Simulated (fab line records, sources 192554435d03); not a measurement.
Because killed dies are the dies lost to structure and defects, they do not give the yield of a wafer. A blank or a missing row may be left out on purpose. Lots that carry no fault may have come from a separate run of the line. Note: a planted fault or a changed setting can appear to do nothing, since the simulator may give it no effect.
Chamber matching    flow n5 finfet    3 sister chambers for N5_BEOL_M9_PECVD_70 on pecvd-04
The step deposits SiO2 from TEOS/O2, target thk 20 nm, time 22.7 s. 3 wafers are shown with their chamber, then 7 later ones without.

WAFERS WITH THEIR CHAMBER
wafer   chamber  throttle valve pct (%)
L081.2  1        25.8
L084.2  0        21.0
L084.4  2        21.4

WAFERS WHOSE CHAMBER IS MISSING
wafer   throttle valve pct (%)
L084.5  20.8
L088.3  25.8
L088.5  21.1
L088.6  21.0
L097.2  21.1
L097.4  21.4
L097.6  21.1

WHICH CHAMBER EACH WENT THROUGH
wafer   from the rows above      in truth
L084.5  0                        0
L088.3  1                        1
L088.5  can't be placed: 0 or 2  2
L088.6  0                        0
L097.2  can't be placed: 0 or 2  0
L097.4  2                        2
L097.6  can't be placed: 0 or 2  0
Correct placement for 4 of the 7. These rows do not allow placing 3 (true chamber among the candidates in 3). Number placed wrongly: 0.
How it was worked out, from the rows above alone: a wafer's distance from a chamber is the root of the sum, over the readings, of the square of ((its reading less the chamber's mean) divided by the reading's scatter). If the next closest chamber is less than 2 further off than the closest, the wafer can't be placed; otherwise it belongs to the closest. A chamber's mean is the mean of its shown wafers. The scatter: with one shown wafer a chamber, the root of the mean of the squares of how far each hidden wafer lies from its nearest shown one.
